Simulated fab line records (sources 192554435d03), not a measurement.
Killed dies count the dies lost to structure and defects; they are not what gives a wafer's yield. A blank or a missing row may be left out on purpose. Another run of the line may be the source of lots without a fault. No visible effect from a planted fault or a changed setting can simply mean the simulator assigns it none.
Split-lot experiment -- flow n5Finfet -- 39 wafers read from 7 lots, route of 1938 steps

## THE SPLIT ITSELF
At N5_FIN_SAQP_EXPOSE_13 (exposes mask FIN CORE, target cd 35.6 nm), the setting doseMj was moved away from the recipe's 63.25 on 15 of the 39 wafers read, by -7.0% to +6.6%. For the rest of the wafers, this setting stayed at what the recipe calls for.

## FROM THE SPLIT TO THE READING: what the file shows between them, 2 steps
- N5_FIN_SAQP_PEB_14: peb time 60 s
- N5_FIN_SAQP_DEVELOP_15: develop time 30 s

## THE READING
Shown in nm: cdNm at N5_FIN_SAQP_CD_MEAS_16, with target cd 35.6 nm. Fault-free wafers of this fab line usually give 35.5 nm, standard deviation 0.46 nm.

wafer,"tool, chamber at the split",doseMj as run,against the recipe,"cdNm, nm",against lot-mates on the recipe
L074.1,"arfiScanner-03, 0",63.25,recipe,35.1,-
L074.2,"arfiScanner-03, 0",58.82,-7.0%,37.8,+2.4
L074.3,"arfiScanner-03, 0",58.82,-7.0%,37.2,+1.8
L074.4,"arfiScanner-03, 0",63.25,recipe,35.1,-
L074.5,"arfiScanner-03, 0",58.82,-7.0%,37.5,+2.1
L074.6,"arfiScanner-03, 0",63.25,recipe,35.9,-
L076.1,"arfiScanner-01, 0",63.25,recipe,35.3,-
L076.2,"arfiScanner-01, 0",63.25,recipe,36.3,-
L076.3,"arfiScanner-01, 0",63.25,recipe,35.9,-
L076.4,"arfiScanner-01, 0",61.28,-3.1%,36.1,+0.3
L076.5,"arfiScanner-01, 0",61.28,-3.1%,36.9,+1.1
L076.6,"arfiScanner-01, 0",61.28,-3.1%,36.6,+0.8
L078.1,"arfiScanner-02, 0",67.45,+6.6%,33.4,-1.6
L078.2,"arfiScanner-02, 0",63.25,recipe,34.9,-
L078.3,"arfiScanner-02, 0",67.45,+6.6%,33.8,-1.2
L078.4,"arfiScanner-02, 0",63.25,recipe,35.2,-
L078.5,"arfiScanner-02, 0",63.25,recipe,34.8,-
L078.6,"arfiScanner-02, 0",67.45,+6.6%,34.3,-0.7
L079.1,"arfiScanner-01, 0",63.25,recipe,36.5,-
L079.3,"arfiScanner-01, 0",63.25,recipe,35.4,-
L079.6,"arfiScanner-01, 0",63.25,recipe,35.6,-
L089.1,"arfiScanner-03, 0",63.25,recipe,35.1,-
L089.2,"arfiScanner-03, 0",63.25,recipe,36.0,-
L089.3,"arfiScanner-03, 0",63.25,recipe,35.8,-
L089.4,"arfiScanner-03, 0",63.25,recipe,35.2,-
L089.5,"arfiScanner-03, 0",63.25,recipe,36.2,-
L089.6,"arfiScanner-03, 0",63.25,recipe,34.8,-
L094.1,"arfiScanner-01, 0",63.25,recipe,35.7,-
L094.2,"arfiScanner-01, 0",60.85,-3.8%,36.8,+1.0
L094.3,"arfiScanner-01, 0",63.25,recipe,35.9,-
L094.4,"arfiScanner-01, 0",63.25,recipe,35.7,-
L094.5,"arfiScanner-01, 0",60.85,-3.8%,36.6,+0.8
L094.6,"arfiScanner-01, 0",60.85,-3.8%,36.6,+0.8
L095.1,"arfiScanner-03, 0",63.25,recipe,35.9,-
L095.2,"arfiScanner-03, 0",59.56,-5.8%,37.9,+1.8
L095.3,"arfiScanner-03, 0",63.25,recipe,36.5,-
L095.4,"arfiScanner-03, 0",63.25,recipe,35.9,-
L095.5,"arfiScanner-03, 0",59.56,-5.8%,37.8,+1.7
L095.6,"arfiScanner-03, 0",59.56,-5.8%,38.0,+1.9

THE FIT
A straight line over all 39 wafers: cdNm changes by -0.296 nm for each +1% of doseMj; r = -0.90; the points scatter about the line by 0.47 nm.
The same after taking each lot's own level away (the mean of its wafers on the recipe; 39 wafers): -0.247 nm for each +1%; r = -0.90; scatter 0.4 nm.
The reading moves by 1.7 nm for the largest change in doseMj, on that fit.
Measured against the standard deviation above, the lots' own levels, which go from 34.97 to 36.10 nm, span 2.5 times it.
Thus the slope moves with the lot-to-lot level: the two fits are different.
Check: for one of the wafers moved furthest among these (-7.0%), held out of the fit, the line's prediction against its lot-mates is +1.74 nm. Against them it came out at +2.43 nm.

## THESE WAFERS: OTHER SPLITS
These wafers also went through other splits before the reading. Each is held against what the fit with the lots' levels taken away leaves over:
other split on the same wafers,wafers away from the commonest value,r with cdNm (lot level and that fit taken away)
N5_WELL_APT_EXPOSE_22 doseMj,15,-0.16

## THE FILE'S OWN FIT
cdNm changes by -0.254 nm for each +1% of doseMj, r = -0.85.
